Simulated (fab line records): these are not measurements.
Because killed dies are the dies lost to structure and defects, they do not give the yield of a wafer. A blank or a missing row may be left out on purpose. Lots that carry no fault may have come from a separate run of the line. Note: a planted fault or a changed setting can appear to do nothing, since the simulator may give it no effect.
Problem report in the 8D (eight disciplines) form, filled by code	flow n5Finfet	the parts of the form that need people (team, actions taken, sign-off) are left out

1. THE PROBLEM
Across 9 wafers from 3 lots, IOFF_P_LONG at N5_BEOL_M4_RC_MEAS_101 averages 0.000198 nA/um, while fault-free wafers read 0.000106 nA/um with a standard deviation of 9.2e-06. That puts it +10 standard deviations away from the usual mean.
The first sign was on wafer L872.2 at day 9 18:20, on prober-01. The record has a number at this step for 30 wafers belonging to 10 lots. The rule behind "out" and "out of limits": a value lying over 4 standard deviations away from the usual mean. All remaining wafers that have a number are taken as sound.

2. WHAT IT IS AND WHAT IT IS NOT
question	is	is not
which readings at this step	IOFF_P_LONG, VT_P_LONG, VT_P_LVT	DIBL_N, IOFF_N, SS_N
which lots	L872, L874, L878	L866, L869, L870, L876, L881, L883, L888
which wafers of those lots	all that have a number	-
read on which gauges	prober-01	prober-02
when	from day 9 18:20	up to then (9 sound wafers); but 12 sound wafers of L876, L881, L883, L888 came after

3. THE SUSPECTS, EACH WITH WHAT RULES IT OUT
Counting: any tool at a process step up to the reading is kept as a suspect provided that every lot that is out went through it and no sound lot did after the first of them.
- the gauge at N5_BEOL_M4_RC_MEAS_101: kept. All the wafers that are out were read on prober-01, and no step on other tools shows them out.
- epiRpcvd-02 at N5_PMOS_HMC_CHANNEL_EPI_EPI_20 (deposits SiGe30, target thk 59 nm): kept. It processed each lot that is out, first L872 at day 3 07:30, and no sound lot thereafter; up to then, the last sound lot it processed was L870 at day 2 18:37.
Left after counting: epiRpcvd-02 at N5_PMOS_HMC_CHANNEL_EPI_EPI_20, prober-01 at N5_BEOL_M4_RC_MEAS_101.

4. THE CAUSE (what the simulator had put in)
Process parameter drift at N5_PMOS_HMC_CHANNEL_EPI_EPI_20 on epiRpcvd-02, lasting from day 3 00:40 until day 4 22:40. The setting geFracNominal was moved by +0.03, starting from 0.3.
After counting, 2 suspects remain, this tool included.

5. THE EFFECT CHAIN, in route order
Each row: a reading where the mean over the struck wafers with a number is more than 3 standard deviations away from the usual. Only readings for which the record gives a usual standard deviation are gone through. hours: the time from each lot's start at the first step in this table that gives one to its start at this step, as a median over the lots. sigmas: the change in usual standard deviations.
hours	step	reading	usual	on struck wafers	change	sigmas
0	N5_BEOL_M4_RC_MEAS_101	IOFF_P	0.21 nA/um	0.38	+0.17	+5.1
0	N5_BEOL_M4_RC_MEAS_101	IOFF_P_85C	3.6 nA/um	5.9	+2.3	+4.5
0	N5_BEOL_M4_RC_MEAS_101	IOFF_P_LIN	0.099 nA/um	0.184	+0.085	+6.6
0	N5_BEOL_M4_RC_MEAS_101	IOFF_P_LONG	0.000106 nA/um	0.000198	+0.000092	+10
0	N5_BEOL_M4_RC_MEAS_101	ION_P	461 uA/um	493	+32	+4.4
0	N5_BEOL_M4_RC_MEAS_101	VT_P	-250 mV	-232	+18	+5.6
0	N5_BEOL_M4_RC_MEAS_101	VT_P_LONG	-275.4 mV	-254.1	+21.3	+7.1
0	N5_BEOL_M4_RC_MEAS_101	VT_P_LVT	-98.5 mV	-79.9	+18.6	+6.6

6. HOW IT WOULD HAVE BEEN CAUGHT EARLIER
In this record the first reading out of limits at a measuring or inspecting step was taken at day 9 18:20, 162 hours after the fault began at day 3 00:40.
All the lots that are out (3) had begun N5_PMOS_HMC_CHANNEL_EPI_EPI_20 on epiRpcvd-02 by day 9 18:20. None of them would have been spared by holding the tool at that moment.
